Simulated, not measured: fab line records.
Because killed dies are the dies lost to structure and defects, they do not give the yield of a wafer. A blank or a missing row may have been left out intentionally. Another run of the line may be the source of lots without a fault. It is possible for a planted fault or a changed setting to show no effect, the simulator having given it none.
Which of the tools did it?	flow nandHarc	36 wafers from 12 lots sampled at 6 of the route's 1302 steps

## WHAT THE GAUGES SHOWED, per wafer
NHARC_P_GATE_CD_MEAS_91 targets a cd of 2000 nm. Usual: cdNm 2001.0 nm, standard deviation 2.4.
lot	measured	on	cdNm (nm)	flag
L585	day 5 10:26	cdSem-02	2001.4 2002.6 1997.0	
L587	day 6 16:23	cdSem-03	1970.0 1966.0 1969.9	OFF
L591	day 8 00:52	cdSem-02	2002.0 2000.7 2001.3	
L596	day 10 07:59	cdSem-03	2000.2 2002.9 2000.6	
L598	day 11 02:21	cdSem-03	2003.6 2000.4 2003.0	
L599	day 12 00:09	cdSem-02	2001.7 2004.8 2001.0	
L600	day 12 00:39	cdSem-03	1999.5 2001.2 2000.0	
L602	day 13 01:02	cdSem-03	2001.0 2002.5 2001.6	
L603	day 13 01:14	cdSem-01	2001.8 2000.6 2001.9	
L604	day 13 19:10	cdSem-01	1999.0 1999.9 2002.5	
L607	day 14 16:06	cdSem-02	2003.4 2002.0 1997.8	
L608	day 15 10:47	cdSem-02	2003.2 2001.5 2002.3	

NHARC_END_SORT_01. Usual: killedAtArray 64, standard deviation 20; killedAtOther 0.7, standard deviation 1.1; killedAtPeriphery 3.6, standard deviation 2.7; killedDies 68, standard deviation 20; killedOpen 2.8, standard deviation 1.9; killedShort 2.3, standard deviation 1.5.
lot	measured	on	killedAtArray	killedAtOther	killedAtPeriphery	killedDies	killedOpen	killedShort	flag
L598	day 30 00:38	prober-01	38 43 49	0 0 2	9 12 7	47 55 58	1 3 4	1 3 2	
L599	day 31 10:38	prober-02	85 68 83	1 0 0	2 0 1	88 68 84	9 1 3	2 1 6	
L602	day 32 04:25	prober-01	91 84 80	0 3 1	3 8 4	94 95 85	3 9 1	2 3 0	
L603	day 32 04:25	prober-02	61 58 56	0 1 0	2 13 8	63 72 64	0 4 7	0 5 0	
L604	day 32 18:08	prober-01	65 69 53	0 1 0	4 9 6	69 79 59	3 6 1	5 3 3	

## WHAT TOOL EACH LOT RAN ON (gives the tool, then ch and the chambers of the sampled wafers, and finally the start)
lot	NHARC_P_GATE_STRIP_76	NHARC_P_GATE_EXPOSE_88	NHARC_P_GATE_DESCUM_93	NHARC_P_GATE_RTA_64
L585	plasmaAsher-01 ch 0, day 5 09:31	krfScanner-01 ch 0, day 5 10:16	rieDiel-11 ch 0,3, day 5 10:36	rtpAnneal-02 ch 0, day 5 12:16
L587	plasmaAsher-02 ch 0,1, day 6 15:28	krfScanner-02 ch 0, day 6 16:14	rieDiel-04 ch 0,1,3, day 6 16:32	rtpAnneal-02 ch 0, day 6 18:11
L591	plasmaAsher-02 ch 0,1, day 7 23:58	krfScanner-01 ch 0, day 8 00:43	rieDiel-11 ch 0,2,3, day 8 01:02	rtpAnneal-02 ch 0, day 8 02:40
L596	plasmaAsher-01 ch 0,1, day 10 07:04	krfScanner-03 ch 0, day 10 07:49	rieDiel-04 ch 1,2,3, day 10 08:09	rtpAnneal-02 ch 0, day 10 09:49
L598	plasmaAsher-02 ch 0,1, day 11 01:26	krfScanner-02 ch 0, day 11 02:11	rieDiel-03 ch 0,1,3, day 11 02:31	rtpAnneal-01 ch 0, day 11 04:11
L599	plasmaAsher-01 ch 0,1, day 11 23:22	krfScanner-02 ch 0, day 12 00:00	rieDiel-04 ch 0,1,3, day 12 00:19	rtpAnneal-02 ch 0, day 12 01:58
L600	plasmaAsher-01 ch 0,1, day 11 23:53	krfScanner-02 ch 0, day 12 00:30	rieDiel-11 ch 1,3, day 12 00:49	rtpAnneal-01 ch 0, day 12 02:37
L602	plasmaAsher-02 ch 0,1, day 13 00:08	krfScanner-01 ch 0, day 13 00:53	rieDiel-11 ch 2,3, day 13 01:12	rtpAnneal-02 ch 0, day 13 02:56
L603	plasmaAsher-01 ch 0,1, day 13 00:20	krfScanner-03 ch 0, day 13 01:05	rieDiel-11 ch 0,2,3, day 13 01:25	rtpAnneal-01 ch 0, day 13 03:07
L604	plasmaAsher-01 ch 0,1, day 13 18:14	krfScanner-02 ch 0, day 13 19:00	rieDiel-03 ch 0,1,3, day 13 19:20	rtpAnneal-01 ch 0, day 13 20:58
L607	plasmaAsher-01 ch 0,1, day 14 15:18	krfScanner-02 ch 0, day 14 15:56	rieDiel-04 ch 0,3, day 14 16:16	rtpAnneal-01 ch 0, day 14 17:57
L608	plasmaAsher-02 ch 0,1, day 15 09:59	krfScanner-02 ch 0, day 15 10:38	rieDiel-11 ch 0,1,3, day 15 10:56	rtpAnneal-01 ch 0, day 15 12:35
- NHARC_P_GATE_STRIP_76: strips in O2.
- NHARC_P_GATE_EXPOSE_88: exposes mask P HVN, target cd 2000 nm.
- NHARC_P_GATE_DESCUM_93: chemistry O2, time 3 s.
- NHARC_P_GATE_RTA_64: time 1 s.

## WHAT THE TOOLS THEMSELVES READ (means of the sampled wafers that have a number; where no wafer has one, the mark that the record gives instead)
NHARC_P_GATE_STRIP_76. Usual: drypumpMotorCurrentA 6.0 A, standard deviation 0.35; heaterPowerW 320 W, standard deviation 22.
lot	tool	drypumpMotorCurrentA (A)	heaterPowerW (W)	flag
L585	plasmaAsher-01	6.2	337	
L587	plasmaAsher-02	5.8	291	
L591	plasmaAsher-02	5.8	292	
L596	plasmaAsher-01	6.0	328	
L598	plasmaAsher-02	5.8	291	
L599	plasmaAsher-01	6.0	331	
L600	plasmaAsher-01	5.9	334	
L602	plasmaAsher-02	5.8	297	
L603	plasmaAsher-01	5.9	337	
L604	plasmaAsher-01	6.0	335	
L607	plasmaAsher-01	6.0	332	
L608	plasmaAsher-02	5.8	299	

NHARC_P_GATE_DESCUM_93. Usual: drypumpMotorCurrentA 5.6 A, standard deviation 0.57; oesProductAu 1.001 a.u., standard deviation 0.015; rfVppV 58.2 V, standard deviation 0.82; showerheadPlenumPTorr 2.00 Torr, standard deviation 0.068; throttleValvePct 11.311 %, standard deviation 0.0077.
lot	tool	drypumpMotorCurrentA (A)	oesProductAu (a.u.)	rfVppV (V)	showerheadPlenumPTorr (Torr)	throttleValvePct (%)	flag
L585	rieDiel-11	5.6	1.002	57.7	1.97	11.312	
L587	rieDiel-04	5.5	1.000	59.2	2.05	11.313	
L591	rieDiel-11	5.9	0.989	58.6	1.95	11.323	
L596	rieDiel-04	5.6	0.994	58.1	2.04	11.312	
L598	rieDiel-03	5.7	1.006	58.1	1.96	11.310	
L599	rieDiel-04	5.5	0.993	57.9	2.05	11.312	
L600	rieDiel-11	5.1	1.001	58.2	2.00	11.310	
L602	rieDiel-11	5.8	1.005	58.6	1.98	11.308	
L603	rieDiel-11	5.9	1.009	58.2	1.95	11.322	
L604	rieDiel-03	5.7	0.995	57.8	1.96	11.313	
L607	rieDiel-04	5.7	1.012	57.9	2.05	11.310	
L608	rieDiel-11	5.3	1.012	57.5	1.98	11.309	

NHARC_P_GATE_RTA_64. Usual: lampPowerPct 35.7 %, standard deviation 1.8; lamp_zone_3_pct 35.7 %, standard deviation 1.8; wafer_temp_C_max 1056.5, standard deviation 2.2.
lot	tool	lampPowerPct (%)	lamp_zone_3_pct (%)	wafer_temp_C_max	flag
L585	rtpAnneal-02	37.2	37.2	1054.9	
L587	rtpAnneal-02	37.2	37.2	1053.9	
L591	rtpAnneal-02	37.2	37.2	1054.7	
L596	rtpAnneal-02	37.2	37.2	1054.1	
L598	rtpAnneal-01	33.7	33.7	1058.1	
L599	rtpAnneal-02	37.2	37.3	1055.2	
L600	rtpAnneal-01	33.7	33.7	1058.6	
L602	rtpAnneal-02	37.2	37.2	1055.2	
L603	rtpAnneal-01	33.7	33.6	1057.6	
L604	rtpAnneal-01	33.7	33.7	1059.0	
L607	rtpAnneal-01	33.6	33.6	1059.7	
L608	rtpAnneal-01	33.7	33.6	1059.4	

## THE ANSWER, worked out from the rows above alone
Rule: lot off if the mean of its wafers having a number is beyond 3 standard deviations from the usual mean. A lot without any number at a reading at which 4 lots or more have one is off too. All remaining lots with rows at the step are treated as sound. The gauges are gone through in route order, then the tools' own readings, and for those a lot's mean is taken as printed above. At the first step where some lot is off, the reading lying furthest off is the one used; lots without a number count as furthest.
Off, at NHARC_P_GATE_CD_MEAS_91 on cdNm: L587.
A tool fits if, at a process step before that reading, it ran every lot that is off, and no sound lot after the first of them. Gauges at NHARC_P_GATE_CD_MEAS_91: tried the same way as those tools. Of those tried, none fits.

## WHAT THE SIMULATOR PUT IN
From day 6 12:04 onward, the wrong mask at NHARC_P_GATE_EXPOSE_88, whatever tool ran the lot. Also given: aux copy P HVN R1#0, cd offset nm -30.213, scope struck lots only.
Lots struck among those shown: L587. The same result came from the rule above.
